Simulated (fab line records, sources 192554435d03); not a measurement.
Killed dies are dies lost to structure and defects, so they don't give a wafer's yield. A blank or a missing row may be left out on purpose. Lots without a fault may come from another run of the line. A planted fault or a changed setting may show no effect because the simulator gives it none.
One fault seen from 3 desks | flow n5_finfet | each desk has only its own numbers; what lay behind them comes last

THE METROLOGY DESK
What the gauges read, lot by lot, whatever tool the lot ran on: means of the sampled wafers that have a number. A lot is out of limits, marked OUT, if its mean lies more than 4 standard deviations from the usual mean; the brackets give that distance.
Columns: A = M5_OVL at N5_BEOL_M5_OVL_MEAS_12, usual 0.6 nm
lot  | first seen here | A
L782 | day 10 02:45    | 0.8
L784 | day 10 06:24    | 1.2
L786 | day 10 08:37    | 1.4
L787 | day 10 19:41    | 0.3
L789 | day 11 14:17    | 0.6
L794 | day 12 10:03    | 0.4
L793 | day 12 16:10    | 0.0
L792 | day 12 17:31    | 0.1
L796 | day 13 00:52    | 0.7
L798 | day 13 23:18    | 0.1
L801 | day 14 09:45    | 1.0
This desk's finding: nothing out of limits on any of the 11 lots.

THE DEFECT DESK
What the inspections along the route counted, lot by lot: means of the sampled wafers that have a number. A lot is out of limits, marked OUT, if its mean lies more than 4 standard deviations from the usual mean; the brackets give that distance.
Columns: A = raw_defect_count at N5_BEOL_M5_INSPECT_30, usual 411
lot  | first seen here | A
L782 | day 10 05:59    | 366
L784 | day 10 07:47    | 435
L786 | day 10 12:23    | 402
L787 | day 10 23:32    | 354
L789 | day 11 16:05    | 380
L794 | day 12 11:09    | 454
L793 | day 12 17:15    | 425
L792 | day 12 20:55    | 392
L796 | day 13 04:14    | 364
L798 | day 14 00:13    | 548
L801 | day 14 11:27    | 388
This desk's finding: nothing out of limits on any of the 11 lots.

THE TOOL OWNER'S DESK: litho_track-05
The tool's own readings at N5_BEOL_M5_COAT_74 (time 60 s, resist thk 5 nm): means of the sampled wafers that have a number, for each lot that ran on this tool. A lot is out of limits, marked OUT, if its mean lies more than 4 standard deviations from the usual mean; the brackets give that distance.
Columns: A = chill_plate_temp_C at N5_BEOL_M5_COAT_74, usual 22.99 C; B = spin_speed_rpm at N5_BEOL_M5_COAT_74, usual 1500.1 rpm
lot  | first seen here | A     | B
L784 | day 10 07:18    | 23.09 | 1499.5
L789 | day 11 15:36    | 23.18 | 1500.7
L794 | day 12 10:44    | 22.94 | 1826.7 (+99 or more) OUT
L796 | day 13 03:53    | 22.98 | 1825.5 (+99 or more) OUT
This desk's finding: out of limits on L794, L796; first on L794, day 12 10:44 (spin_speed_rpm at N5_BEOL_M5_COAT_74). In limits: L784, L789.

PUT TOGETHER
The tool owner's desk could have raised an alarm at day 12 10:44, on L794, L796.
The metrology desk saw nothing out of limits.
The defect desk saw nothing out of limits.
The metrology desk has L794, L796 on record, within its limits.
The defect desk has L794, L796 on record, within its limits.
Of the lots named, all ran N5_BEOL_M5_COAT_74 on litho_track-05.

WHAT THE SIMULATOR HAD PUT IN
Process parameter drift: litho_track-05, from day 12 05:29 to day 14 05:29, at N5_BEOL_M5_COAT_74. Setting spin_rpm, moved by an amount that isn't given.
Lots struck among those shown: L794, L796.
Hours from the fault's start to each desk's first reading out of limits: the tool owner's desk, 5.
